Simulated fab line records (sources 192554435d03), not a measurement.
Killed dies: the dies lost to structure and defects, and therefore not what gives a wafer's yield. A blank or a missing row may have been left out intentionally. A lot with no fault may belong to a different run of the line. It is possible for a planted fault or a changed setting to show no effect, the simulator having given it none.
What tool caused it? + flow n5_finfet + route of 1938 steps, sampled at 1 step: 12 lots, 36 wafers

WHAT THE GAUGES SHOWED, per wafer
N5_BEOL_M1_OCD_MEAS_38.
| lot  | measured     | on     | trench_depth_nm (nm) |
|------|--------------|--------|----------------------|
| L074 | day 7 00:59  | ocd-02 | 54.8 56.4 54.5       |
| L078 | day 7 06:17  | ocd-01 | 53.9 54.3 54.6       |
| L080 | day 7 21:32  | ocd-01 | 53.9 56.5 54.6       |
| L081 | day 8 20:30  | ocd-02 | 56.1 57.4 56.0       |
| L083 | day 9 04:19  | ocd-01 | 56.8 54.7 54.7       |
| L085 | day 10 00:44 | ocd-02 | 53.1 55.7 55.0       |
| L086 | day 10 13:25 | ocd-02 | 54.6 54.7 54.6       |
| L090 | day 10 16:40 | ocd-01 | 52.9 55.5 55.3       |
| L092 | day 10 22:23 | ocd-01 | 54.4 52.9 55.5       |
| L093 | day 11 06:18 | ocd-01 | 55.5 54.0 55.9       |
| L095 | day 11 15:46 | ocd-02 | 56.8 56.9 54.8       |
| L097 | day 12 11:32 | ocd-02 | 55.0 55.4 53.6       |

WHICH TOOL RAN EACH LOT (tool, then ch and the chambers of the sampled wafers, then the start)
The record shows no process step preceding these readings.

THE ANSWER, worked out from the rows above alone
Rule: what is usual is taken from the lots themselves. Put in order of their means at a reading, lots are off if they are a third of the lots or fewer, leave a main group of 4 or more, and stand apart from it by a gap of 3 or more times the standard deviation of the main group's means; of several such gaps the widest counts. If all means in a main group match to the digits the tables above print for the reading, that group is not used. Also off: a lot with no number at a reading for which 4 or more lots have one. Any other lot the step has rows for is counted as sound.
No lot is off on any of the readings shown, so nothing can be concluded from this.

WHAT THE SIMULATOR PUT IN
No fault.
